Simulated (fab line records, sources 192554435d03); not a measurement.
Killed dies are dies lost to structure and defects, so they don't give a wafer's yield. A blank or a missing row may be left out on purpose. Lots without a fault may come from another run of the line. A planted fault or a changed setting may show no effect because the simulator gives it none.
Which tool did it? | flow n5_finfet | 24 lots, 72 wafers sampled, at 5 steps of a route of 1938

WHAT THE GAUGES READ, wafer by wafer
N5_MOL_CONTACT_COAG_INSPECT_57: inspects for defects (brightfield). Usual: raw_defect_count 195, standard deviation 49.
lot  | measured     | on                | raw_defect_count | flag
L074 | day 5 06:18  | defect_inspect-02 | 208 215 233      |
L075 | day 5 07:41  | defect_inspect-01 | 185 186 172      |
L076 | day 5 15:12  | defect_inspect-02 | 157 213 191      |
L077 | day 5 18:48  | defect_inspect-02 | 348 235 222      |
L078 | day 6 03:52  | defect_inspect-01 | 185 125 224      |
L079 | day 6 11:34  | defect_inspect-02 | 245 165 175      |
L080 | day 6 12:13  | defect_inspect-02 | 186 229 280      |
L081 | day 6 21:41  | defect_inspect-02 | 280 172 221      |
L082 | day 7 01:31  | defect_inspect-01 | 149 124 168      |
L083 | day 7 05:46  | defect_inspect-01 | 228 255 320      |
L084 | day 7 12:07  | defect_inspect-01 | 246 255 312      |
L085 | day 7 21:34  | defect_inspect-01 | 134 180 295      |
L086 | day 8 01:35  | defect_inspect-02 | 257 256 221      |
L087 | day 8 07:46  | defect_inspect-01 | 199 238 259      |
L088 | day 8 15:41  | defect_inspect-02 | 161 229 186      |
L089 | day 8 21:59  | defect_inspect-02 | 120 96 114       |
L090 | day 9 01:49  | defect_inspect-02 | 176 105 128      |
L091 | day 9 04:59  | defect_inspect-02 | 170 143 126      |
L092 | day 9 12:20  | defect_inspect-02 | 152 184 231      |
L093 | day 9 17:57  | defect_inspect-01 | 180 113 191      |
L094 | day 10 05:29 | defect_inspect-02 | 154 178 195      |
L095 | day 10 06:07 | defect_inspect-01 | 230 205 148      |
L096 | day 10 15:05 | defect_inspect-01 | 170 176 138      |
L097 | day 10 22:58 | defect_inspect-01 | 189 198 142      |

N5_BEOL_M0_SAQP_OVL_MEAS_41. Usual: M0_CUT1_OVL 0.3 nm, standard deviation 0.74.
lot  | measured     | on         | M0_CUT1_OVL (nm) | flag
L074 | day 5 19:48  | overlay-01 | 0.3 0.8 -0.1     |
L075 | day 5 23:07  | overlay-01 | -1.7 -0.8 -1.9   |
L076 | day 6 03:49  | overlay-02 | -1.3 -0.5 -0.4   |
L077 | day 6 09:00  | overlay-02 | 1.5 1.3 1.4      |
L078 | day 6 15:16  | overlay-01 | 0.3 1.3 0.3      |
L079 | day 7 00:07  | overlay-02 | 1.2 -0.2 0.2     |
L080 | day 7 03:28  | overlay-01 | 0.3 0.1 1.4      |
L081 | day 7 09:47  | overlay-02 | 0.2 0.5 1.5      |
L082 | day 7 13:43  | overlay-02 | 0.1 0.4 0.1      |
L083 | day 7 18:08  | overlay-02 | 0.1 0.8 1.0      |
L084 | day 8 02:19  | overlay-01 | -0.4 0.8 0.7     |
L085 | day 8 10:44  | overlay-02 | 0.0 2.5 0.3      |
L086 | day 8 17:40  | overlay-02 | 0.7 -0.5 0.6     |
L087 | day 8 21:20  | overlay-02 | 0.7 1.1 0.2      |
L088 | day 9 05:26  | overlay-02 | -0.1 0.5 -0.2    |
L089 | day 9 09:43  | overlay-02 | -0.9 -0.6 0.3    |
L090 | day 9 14:02  | overlay-01 | 0.6 1.0 0.8      |
L091 | day 9 18:10  | overlay-02 | 0.0 0.6 0.2      |
L092 | day 10 00:19 | overlay-01 | 0.6 -0.6 0.3     |
L093 | day 10 06:57 | overlay-02 | 0.0 0.2 -1.4     |
L094 | day 10 17:04 | overlay-01 | 0.4 0.2 -0.1     |
L095 | day 10 20:43 | overlay-01 | 0.1 0.1 0.5      |
L096 | day 11 02:50 | overlay-01 | 1.1 1.3 0.6      |
L097 | day 11 10:24 | overlay-02 | 1.8 0.3 0.0      |

WHICH TOOL RAN EACH LOT (tool, then ch and the chambers of the sampled wafers, then the start)
lot  | N5_MOL_CONTACT_COAG_ALD_20         | N5_BEOL_M0_SAQP_PECVD_03        | N5_BEOL_M0_SAQP_STRIP_86
L074 | ald_metal-01 ch 0,1,3, day 4 20:38 | pecvd-01 ch 0,1,2, day 5 14:45  | rie_diel-03 ch 0,1,3, day 5 15:47
L075 | ald_metal-03 ch 0,3, day 4 23:07   | pecvd-02 ch 0,1,2, day 5 18:13  | rie_diel-02 ch 0,1,3, day 5 19:31
L076 | ald_metal-03 ch 0,1,3, day 5 05:24 | pecvd-01 ch 0,1,2, day 5 23:22  | rie_diel-02 ch 1,2,3, day 6 00:31
L077 | ald_metal-01 ch 0,1,2, day 5 11:19 | pecvd-03 ch 1,2, day 6 03:02    | rie_diel-02 ch 2,3, day 6 04:07
L078 | ald_metal-01 ch 0,1,2, day 5 19:48 | pecvd-02 ch 0,1,2, day 6 10:38  | rie_diel-02 ch 1,2,3, day 6 11:47
L079 | ald_metal-01 ch 0,1, day 6 02:30   | pecvd-02 ch 0,1,2, day 6 19:20  | rie_diel-02 ch 2,3, day 6 20:32
L080 | ald_metal-01 ch 0,1,3, day 6 03:56 | pecvd-03 ch 0,2, day 6 23:05    | rie_diel-02 ch 1,2,3, day 7 00:07
L081 | ald_metal-01 ch 0,1, day 6 12:44   | pecvd-02 ch 0,2, day 7 05:12    | rie_diel-02 ch 0,1, day 7 06:14
L082 | ald_metal-03 ch 0,1,2, day 6 17:43 | pecvd-03 ch 0,1,2, day 7 08:58  | rie_diel-06 ch 1,2,3, day 7 10:08
L083 | ald_metal-02 ch 0,2,3, day 6 20:42 | pecvd-01 ch 0,2, day 7 13:39    | rie_diel-03 ch 0,2, day 7 14:49
L084 | ald_metal-01 ch 0,1, day 7 03:57   | pecvd-03 ch 0,1,2, day 7 20:49  | rie_diel-06 ch 2,3, day 7 22:03
L085 | ald_metal-01 ch 0,1,2, day 7 13:08 | pecvd-01 ch 0,2, day 8 05:33    | rie_diel-03 ch 2,3, day 8 06:43
L086 | ald_metal-02 ch 2,3, day 7 15:23   | pecvd-03 ch 0,1,2, day 8 11:40  | rie_diel-02 ch 0,2,3, day 8 12:46
L087 | ald_metal-01 ch 0,1,3, day 7 23:38 | pecvd-03 ch 1,2, day 8 15:22    | rie_diel-02 ch 1,2,3, day 8 16:33
L088 | ald_metal-01 ch 0,3, day 8 05:07   | pecvd-02 ch 0,1,2, day 9 00:29  | rie_diel-03 ch 1,3, day 9 01:46
L089 | ald_metal-02 ch 0,2,3, day 8 13:00 | pecvd-03 ch 0,1,2, day 9 05:16  | rie_diel-03 ch 1,2,3, day 9 06:26
L090 | ald_metal-01 ch 1,2, day 8 18:16   | pecvd-02 ch 0,1, day 9 08:47    | rie_diel-02 ch 0,2,3, day 9 10:16
L091 | ald_metal-01 ch 1,2,3, day 8 21:19 | pecvd-03 ch 0,2, day 9 13:33    | rie_diel-03 ch 1,2, day 9 14:37
L092 | ald_metal-02 ch 0,1,3, day 9 04:13 | pecvd-03 ch 0,1,2, day 9 19:28  | rie_diel-02 ch 0,1,3, day 9 20:30
L093 | ald_metal-03 ch 0,1,3, day 9 09:19 | pecvd-03 ch 0,2, day 10 01:44   | rie_diel-06 ch 0,1,2, day 10 02:46
L094 | ald_metal-01 ch 0,1, day 9 19:49   | pecvd-02 ch 0,1, day 10 12:13   | rie_diel-02 ch 0,1,2, day 10 13:26
L095 | ald_metal-03 ch 1,2, day 9 22:49   | pecvd-01 ch 0,1, day 10 15:41   | rie_diel-06 ch 0,2,3, day 10 16:50
L096 | ald_metal-01 ch 1,2, day 10 07:24  | pecvd-03 ch 1,2, day 10 22:11   | rie_diel-02 ch 0,3, day 10 23:25
L097 | ald_metal-01 ch 1,3, day 10 15:02  | pecvd-03 ch 0,1,2, day 11 06:01 | rie_diel-02 ch 0,2, day 11 07:03
- N5_MOL_CONTACT_COAG_ALD_20: deposits TiN, target thk 1.5 nm, pulse time 1 s, purge time 3 s.
- N5_BEOL_M0_SAQP_PECVD_03: deposits SiCN from 3MS/NH3, target thk 12 nm, time 21.1 s.
- N5_BEOL_M0_SAQP_STRIP_86: strips in N2/H2.

WHAT THE TOOLS THEMSELVES READ (means of the sampled wafers that have a number; where no wafer has one, the mark that the record gives instead)
N5_MOL_CONTACT_COAG_ALD_20. Usual: chamber_pressure_Torr 3.000 Torr, standard deviation 0.0064; heater_power_w 886 W, standard deviation 84; precursor_pulse_height_rel 1.001, standard deviation 0.021.
lot  | tool         | chamber_pressure_Torr (Torr) | heater_power_w (W) | precursor_pulse_height_rel | flag
L074 | ald_metal-01 | 2.996                        | 860                | 0.999                      |
L075 | ald_metal-03 | 2.995                        | 977                | 1.002                      |
L076 | ald_metal-03 | 2.998                        | 948                | 1.003                      |
L077 | ald_metal-01 | 3.003                        | 887                | 0.990                      |
L078 | ald_metal-01 | 2.995                        | 891                | 1.001                      |
L079 | ald_metal-01 | 3.000                        | 829                | 0.998                      |
L080 | ald_metal-01 | 2.995                        | 875                | 0.978                      |
L081 | ald_metal-01 | 3.008                        | 829                | 0.996                      |
L082 | ald_metal-03 | 3.003                        | 911                | 1.015                      |
L083 | ald_metal-02 | 3.004                        | 899                | 0.981                      |
L084 | ald_metal-01 | 2.998                        | 914                | 1.014                      |
L085 | ald_metal-01 | 3.002                        | 883                | 1.005                      |
L086 | ald_metal-02 | 2.999                        | 826                | 1.001                      |
L087 | ald_metal-01 | 2.996                        | 864                | 0.974                      |
L088 | ald_metal-01 | 3.002                        | 836                | 0.996                      |
L089 | ald_metal-02 | 3.002                        | 895                | 0.998                      |
L090 | ald_metal-01 | 2.996                        | 944                | 1.016                      |
L091 | ald_metal-01 | 3.004                        | 910                | 0.993                      |
L092 | ald_metal-02 | 3.001                        | 915                | 0.995                      |
L093 | ald_metal-03 | 3.003                        | 946                | 0.996                      |
L094 | ald_metal-01 | 3.000                        | 898                | 1.003                      |
L095 | ald_metal-03 | 2.993                        | 871                | 0.997                      |
L096 | ald_metal-01 | 2.995                        | 930                | 1.013                      |
L097 | ald_metal-01 | 2.999                        | 939                | 0.992                      |

N5_BEOL_M0_SAQP_PECVD_03. Usual: chamber_pressure_Torr 2.999 Torr, standard deviation 0.0066; showerhead_plenum_p_Torr 3.662 Torr, standard deviation 0.013; throttle_valve_pct 9.3 %, standard deviation 0.39.
lot  | tool     | chamber_pressure_Torr (Torr) | showerhead_plenum_p_Torr (Torr) | throttle_valve_pct (%) | flag
L074 | pecvd-01 | 3.002                        | 3.664                           | 9.3                    |
L075 | pecvd-02 | 3.000                        | 3.659                           | 9.2                    |
L076 | pecvd-01 | 2.995                        | 3.672                           | 9.3                    |
L077 | pecvd-03 | 2.992                        | 3.656                           | 9.1                    |
L078 | pecvd-02 | 2.992                        | 3.661                           | 9.4                    |
L079 | pecvd-02 | 3.005                        | 3.661                           | 9.2                    |
L080 | pecvd-03 | 3.002                        | 3.673                           | 9.0                    |
L081 | pecvd-02 | 2.998                        | 3.661                           | 9.5                    |
L082 | pecvd-03 | 3.000                        | 3.668                           | 9.2                    |
L083 | pecvd-01 | 3.006                        | 3.668                           | 9.2                    |
L084 | pecvd-03 | 3.000                        | 3.661                           | 9.2                    |
L085 | pecvd-01 | 2.994                        | 3.664                           | 9.2                    |
L086 | pecvd-03 | 3.001                        | 3.665                           | 9.1                    |
L087 | pecvd-03 | 3.002                        | 3.658                           | 8.8                    |
L088 | pecvd-02 | 2.995                        | 3.660                           | 9.3                    |
L089 | pecvd-03 | 2.997                        | 3.664                           | 9.4                    |
L090 | pecvd-02 | 2.994                        | 3.665                           | 9.3                    |
L091 | pecvd-03 | 2.993                        | 3.669                           | 9.2                    |
L092 | pecvd-03 | 2.996                        | 3.657                           | 9.3                    |
L093 | pecvd-03 | 3.006                        | 3.679                           | 9.6                    |
L094 | pecvd-02 | 2.996                        | 3.657                           | 9.3                    |
L095 | pecvd-01 | 2.997                        | 3.670                           | 9.4                    |
L096 | pecvd-03 | 3.002                        | 3.656                           | 9.1                    |
L097 | pecvd-03 | 3.003                        | 3.659                           | 9.3                    |

N5_BEOL_M0_SAQP_STRIP_86. Usual: chamber_pressure_mTorr 50.01 mTorr, standard deviation 0.07; drypump_motor_current_A 5.6 A, standard deviation 0.44; oes_product_au 0.78 a.u., standard deviation 0.089; rf_vpp_V 121.6 V, standard deviation 1.8; showerhead_plenum_p_Torr 3.31 Torr, standard deviation 0.14; throttle_valve_pct 19.0 %, standard deviation 0.46.
lot  | tool        | chamber_pressure_mTorr (mTorr) | drypump_motor_current_A (A) | oes_product_au (a.u.) | rf_vpp_V (V) | showerhead_plenum_p_Torr (Torr) | throttle_valve_pct (%) | flag
L074 | rie_diel-03 | 50.04                          | 5.8                         | 0.79                  | 121.9        | 3.42                            | 18.6                   |
L075 | rie_diel-02 | 49.97                          | 5.7                         | 0.72                  | 120.4        | 3.31                            | 19.2                   |
L076 | rie_diel-02 | 50.02                          | 5.7                         | 0.75                  | 122.6        | 3.34                            | 19.0                   |
L077 | rie_diel-02 | 50.00                          | 5.8                         | 0.81                  | 121.8        | 3.32                            | 18.9                   |
L078 | rie_diel-02 | 49.99                          | 5.7                         | 0.75                  | 122.4        | 3.34                            | 19.0                   |
L079 | rie_diel-02 | 50.00                          | 5.9                         | 0.73                  | 121.9        | 3.39                            | 18.8                   |
L080 | rie_diel-02 | 50.06                          | 5.7                         | 0.75                  | 123.1        | 3.34                            | 19.0                   |
L081 | rie_diel-02 | 49.99                          | 5.6                         | 0.74                  | 120.5        | 3.19                            | 19.5                   |
L082 | rie_diel-06 | 49.98                          | 5.0                         | 0.79                  | 122.1        | 3.40                            | 18.8                   |
L083 | rie_diel-03 | 49.99                          | 5.8                         | 0.75                  | 121.1        | 3.41                            | 18.8                   |
L084 | rie_diel-06 | 50.02                          | 4.8                         | 0.79                  | 122.0        | 3.36                            | 19.0                   |
L085 | rie_diel-03 | 49.96                          | 5.7                         | 0.81                  | 121.4        | 3.25                            | 18.6                   |
L086 | rie_diel-02 | 49.96                          | 5.8                         | 0.85                  | 121.4        | 3.28                            | 19.0                   |
L087 | rie_diel-02 | 49.99                          | 5.7                         | 0.84                  | 122.2        | 3.33                            | 18.8                   |
L088 | rie_diel-03 | 50.14                          | 5.5                         | 0.82                  | 121.3        | 3.44                            | 18.6                   |
L089 | rie_diel-03 | 49.96                          | 5.6                         | 0.81                  | 120.9        | 3.34                            | 18.7                   |
L090 | rie_diel-02 | 50.00                          | 5.8                         | 0.84                  | 121.1        | 3.27                            | 19.0                   |
L091 | rie_diel-03 | 50.00                          | 5.2                         | 0.87                  | 123.2        | 3.37                            | 18.7                   |
L092 | rie_diel-02 | 50.08                          | 5.7                         | 0.79                  | 122.8        | 3.29                            | 19.1                   |
L093 | rie_diel-06 | 49.96                          | 5.5                         | 0.73                  | 123.0        | 3.33                            | 19.0                   |
L094 | rie_diel-02 | 50.02                          | 5.6                         | 0.75                  | 120.4        | 3.21                            | 19.3                   |
L095 | rie_diel-06 | 49.96                          | 5.2                         | 0.73                  | 119.7        | 3.29                            | 19.2                   |
L096 | rie_diel-02 | 50.03                          | 5.8                         | 0.80                  | 121.1        | 3.23                            | 19.2                   |
L097 | rie_diel-02 | 50.12                          | 5.7                         | 0.76                  | 121.6        | 3.16                            | 19.5                   |

THE ANSWER, worked out from the rows above alone
Rule: a lot is off if the mean of its wafers that have a number lies more than 3 standard deviations from the usual mean. A lot without any number at a reading at which 4 lots or more have one is off too. The other lots that the step has rows for count as sound. The gauges are gone through in route order, then the tools' own readings, and for those a lot's mean is taken as printed above. The first step at which some lot is off is used, and at that step the reading that is off furthest; a lot without a number counts as furthest.
No lot is off at any reading shown: from this, nothing can be told.

WHAT THE SIMULATOR HAD PUT IN
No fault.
